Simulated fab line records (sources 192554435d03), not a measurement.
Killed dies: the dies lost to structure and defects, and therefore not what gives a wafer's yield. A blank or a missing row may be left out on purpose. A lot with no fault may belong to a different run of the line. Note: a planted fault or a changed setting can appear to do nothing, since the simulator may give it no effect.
Chamber matching || flow n5 finfet || N5_BEOL_M8_DEP_56 on pecvd-03: 3 sister chambers
The step deposits SiCN from 3MS/NH3, target thk 10 nm, time 17.5 s. 22 wafers are shown with their chamber, then 11 later ones without.

== WAFERS, EACH WITH ITS CHAMBER ==
{"wafer": "L076.3", "chamber": 1, "throttle valve pct (%)": 8.6, "showerhead plenum p Torr (Torr)": 3.648, "showerhead vpp V (V)": 870}
{"wafer": "L076.4", "chamber": 2, "throttle valve pct (%)": 7.6, "showerhead plenum p Torr (Torr)": 3.672, "showerhead vpp V (V)": 870}
{"wafer": "L076.5", "chamber": 1, "throttle valve pct (%)": 8.8, "showerhead plenum p Torr (Torr)": 3.654, "showerhead vpp V (V)": 858}
{"wafer": "L078.1", "chamber": 0, "throttle valve pct (%)": 9.4, "showerhead plenum p Torr (Torr)": 3.666, "showerhead vpp V (V)": 836}
{"wafer": "L078.3", "chamber": 1, "throttle valve pct (%)": 8.7, "showerhead plenum p Torr (Torr)": 3.662, "showerhead vpp V (V)": 872}
{"wafer": "L078.5", "chamber": 1, "throttle valve pct (%)": 8.6, "showerhead plenum p Torr (Torr)": 3.650, "showerhead vpp V (V)": 872}
{"wafer": "L074.2", "chamber": 0, "throttle valve pct (%)": 9.6, "showerhead plenum p Torr (Torr)": 3.674, "showerhead vpp V (V)": 845}
{"wafer": "L074.3", "chamber": 2, "throttle valve pct (%)": 8.1, "showerhead plenum p Torr (Torr)": 3.667, "showerhead vpp V (V)": 865}
{"wafer": "L074.4", "chamber": 2, "throttle valve pct (%)": 8.2, "showerhead plenum p Torr (Torr)": 3.663, "showerhead vpp V (V)": 861}
{"wafer": "L075.1", "chamber": 2, "throttle valve pct (%)": 8.2, "showerhead plenum p Torr (Torr)": 3.671, "showerhead vpp V (V)": 864}
{"wafer": "L075.4", "chamber": 1, "throttle valve pct (%)": 8.7, "showerhead plenum p Torr (Torr)": 3.647, "showerhead vpp V (V)": 855}
{"wafer": "L075.5", "chamber": 2, "throttle valve pct (%)": 8.0, "showerhead plenum p Torr (Torr)": 3.679, "showerhead vpp V (V)": 859}
{"wafer": "L082.1", "chamber": 1, "throttle valve pct (%)": 8.5, "showerhead plenum p Torr (Torr)": 3.653, "showerhead vpp V (V)": 867}
{"wafer": "L082.4", "chamber": 2, "throttle valve pct (%)": 8.3, "showerhead plenum p Torr (Torr)": 3.674, "showerhead vpp V (V)": 864}
{"wafer": "L082.6", "chamber": 1, "throttle valve pct (%)": 8.7, "showerhead plenum p Torr (Torr)": 3.650, "showerhead vpp V (V)": 850}
{"wafer": "L086.2", "chamber": 2, "throttle valve pct (%)": 8.1, "showerhead plenum p Torr (Torr)": 3.665, "showerhead vpp V (V)": 848}
{"wafer": "L086.3", "chamber": 0, "throttle valve pct (%)": 9.4, "showerhead plenum p Torr (Torr)": 3.663, "showerhead vpp V (V)": 864}
{"wafer": "L086.4", "chamber": 1, "throttle valve pct (%)": 9.0, "showerhead plenum p Torr (Torr)": 3.659, "showerhead vpp V (V)": 864}
{"wafer": "L085.1", "chamber": 0, "throttle valve pct (%)": 9.8, "showerhead plenum p Torr (Torr)": 3.663, "showerhead vpp V (V)": 841}
{"wafer": "L085.3", "chamber": 2, "throttle valve pct (%)": 8.1, "showerhead plenum p Torr (Torr)": 3.675, "showerhead vpp V (V)": 865}
{"wafer": "L085.6", "chamber": 2, "throttle valve pct (%)": 8.2, "showerhead plenum p Torr (Torr)": 3.672, "showerhead vpp V (V)": 870}
{"wafer": "L084.2", "chamber": 1, "throttle valve pct (%)": 8.4, "showerhead plenum p Torr (Torr)": 3.656, "showerhead vpp V (V)": 862}

SIGNATURES, as means of the wafers listed above
{"reading": "throttle valve pct", "chamber 0": 9.550, "chamber 1": 8.667, "chamber 2": 8.089, "scatter within a chamber": 0.189}
{"reading": "showerhead plenum p Torr", "chamber 0": 3.66650, "chamber 1": 3.65322, "chamber 2": 3.67089, "scatter within a chamber": 0.0051}
{"reading": "showerhead vpp V", "chamber 0": 846.50, "chamber 1": 863.33, "chamber 2": 862.89, "scatter within a chamber": 8.23}
Rule: distance of a wafer from a chamber = root of the sum over the readings of ((wafer's reading minus chamber's mean) / reading's scatter) squared. The wafer belongs to the nearest chamber; if the next one is less than 2 further off, it can't be placed. How the scatter is found: for the shown wafers, subtract from each reading the mean of its chamber, square and add these, divide the total by (wafers less chambers), then take the root.

== WAFERS WITHOUT THEIR CHAMBER ==
{"wafer": "L084.4", "throttle valve pct (%)": 8.1, "showerhead plenum p Torr (Torr)": 3.669, "showerhead vpp V (V)": 850}
{"wafer": "L084.5", "throttle valve pct (%)": 8.7, "showerhead plenum p Torr (Torr)": 3.666, "showerhead vpp V (V)": 875}
{"wafer": "L087.3", "throttle valve pct (%)": 8.0, "showerhead plenum p Torr (Torr)": 3.673, "showerhead vpp V (V)": 874}
{"wafer": "L087.4", "throttle valve pct (%)": 8.7, "showerhead plenum p Torr (Torr)": 3.656, "showerhead vpp V (V)": 876}
{"wafer": "L087.5", "throttle valve pct (%)": 9.8, "showerhead plenum p Torr (Torr)": 3.669, "showerhead vpp V (V)": 846}
{"wafer": "L096.1", "throttle valve pct (%)": 8.3, "showerhead plenum p Torr (Torr)": 3.673, "showerhead vpp V (V)": 862}
{"wafer": "L096.2", "throttle valve pct (%)": 8.7, "showerhead plenum p Torr (Torr)": 3.657, "showerhead vpp V (V)": 868}
{"wafer": "L096.4", "throttle valve pct (%)": 8.1, "showerhead plenum p Torr (Torr)": 3.676, "showerhead vpp V (V)": 860}
{"wafer": "L097.3", "throttle valve pct (%)": 8.2, "showerhead plenum p Torr (Torr)": 3.667, "showerhead vpp V (V)": 870}
{"wafer": "L097.5", "throttle valve pct (%)": 8.1, "showerhead plenum p Torr (Torr)": 3.671, "showerhead vpp V (V)": 854}
{"wafer": "L097.6", "throttle valve pct (%)": 9.7, "showerhead plenum p Torr (Torr)": 3.666, "showerhead vpp V (V)": 848}

== EACH ONE'S CHAMBER ==
{"wafer": "L084.4", "from the rows above": 2, "in truth": 2}
{"wafer": "L084.5", "from the rows above": "can't be placed: 1 or 2", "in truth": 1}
{"wafer": "L087.3", "from the rows above": 2, "in truth": 2}
{"wafer": "L087.4", "from the rows above": 1, "in truth": 1}
{"wafer": "L087.5", "from the rows above": 0, "in truth": 0}
{"wafer": "L096.1", "from the rows above": 2, "in truth": 2}
{"wafer": "L096.2", "from the rows above": 1, "in truth": 1}
{"wafer": "L096.4", "from the rows above": 2, "in truth": 2}
{"wafer": "L097.3", "from the rows above": 2, "in truth": 2}
{"wafer": "L097.5", "from the rows above": 2, "in truth": 2}
{"wafer": "L097.6", "from the rows above": 0, "in truth": 0}
Placed correctly: 10 of 11. Cannot be placed on the basis of these rows: 1; the candidates contain the true chamber in 1. Number placed wrongly: 0.
